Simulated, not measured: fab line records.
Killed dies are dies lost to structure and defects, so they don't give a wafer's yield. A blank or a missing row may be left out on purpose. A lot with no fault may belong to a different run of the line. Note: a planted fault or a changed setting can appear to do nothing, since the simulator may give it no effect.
2 desks looking at one fault ; flow n5Finfet ; only its own numbers are on each desk; what lay behind them is given at the end

## FOR THE TOOL OWNER'S DESK: rieDiel-01
The tool's own readings at N5_BEOL_M4_ETCHBACK_99 (etches SiO2 in CHF3, target depth 5 nm, time 10.4 s): means of the sampled wafers that have a number, for each lot that ran on this tool. Marked OUT: a lot whose mean sits more than 4 standard deviations from the usual mean, which makes it out of limits; the brackets give that distance.
Columns: A = chamberPressureMTorr at N5_BEOL_M4_ETCHBACK_99, usual 29.999 mTorr; B = drypumpMotorCurrentA at N5_BEOL_M4_ETCHBACK_99, usual 5.8 A; C = oesProductAu at N5_BEOL_M4_ETCHBACK_99, usual 0.85 a.u.; D = rfVppV at N5_BEOL_M4_ETCHBACK_99, usual 244 V; E = showerheadPlenumPTorr at N5_BEOL_M4_ETCHBACK_99, usual 2.16 Torr; F = throttleValvePct at N5_BEOL_M4_ETCHBACK_99, usual 17.02 %
lot;first seen here;A;B;C;D;E;F
L174;day 9 06:01;29.988;6.0;0.88;242;2.17;17.04
L175;day 9 12:52;29.975;5.9;0.87;244;2.17;17.08
L177;day 9 21:02;30.043;6.0;0.87;243;2.17;17.09
L178;day 10 08:44;30.029;5.0;0.92;249;2.09;16.70
L179;day 10 11:11;29.973;5.4;0.81;244;2.09;16.80
Finding of this desk: none of the 5 lots has anything out of limits.

## METROLOGY DESK
Means of the sampled wafers that have a number, per lot and without regard to the tool the lot ran on: this is what the gauges read. Marked OUT: a lot whose mean sits more than 4 standard deviations from the usual mean, which makes it out of limits; the brackets give that distance. It has 11 readings; the 7 that lie furthest out on some lot are the ones shown.
Columns: A = cdNm at N5_BEOL_M4_CD_MEAS_18, usual 17.9 nm; B = DIBL_N at N5_BEOL_M4_RC_MEAS_101, usual 36.1 mV/V; C = DIBL_P at N5_BEOL_M4_RC_MEAS_101, usual 35.8 mV/V; D = IOFF_N at N5_BEOL_M4_RC_MEAS_101, usual 0.157 nA/um; E = ION_N at N5_BEOL_M4_RC_MEAS_101, usual 677 uA/um; F = SS_N at N5_BEOL_M4_RC_MEAS_101, usual 71.3 mV/dec; G = SS_P at N5_BEOL_M4_RC_MEAS_101, usual 73.2 mV/dec
lot;first seen here;A;B;C;D;E;F;G
L174;day 8 11:28;17.6;36.4;36.3;0.179;683;71.4;73.8
L175;day 8 16:19;18.1;36.9;36.0;0.153;662;71.1;73.3
L177;day 9 06:56;17.9;34.3;32.6;0.125;677;70.7;72.7
L178;day 9 10:08;18.4;37.1;35.0;0.166;678;71.2;73.2
L179;day 9 11:01;17.9;37.3;36.8;0.197;684;72.1;74.1
L189;day 11 16:05;18.0;36.2;36.2;0.145;673;71.4;72.6
L192;day 13 08:35;17.6;35.2;34.7;0.143;673;71.0;73.2
L194;day 13 08:49;18.2;36.4;36.0;0.172;685;71.4;73.1
L195;day 14 00:03;18.0;36.2;36.7;0.148;675;71.4;73.2
Finding of this desk: none of the 9 lots has anything out of limits.

## ALL TOGETHER
The tool owner's desk saw nothing out of limits.
The metrology desk saw nothing out of limits.

## WHAT THE SIMULATOR HAD PUT IN
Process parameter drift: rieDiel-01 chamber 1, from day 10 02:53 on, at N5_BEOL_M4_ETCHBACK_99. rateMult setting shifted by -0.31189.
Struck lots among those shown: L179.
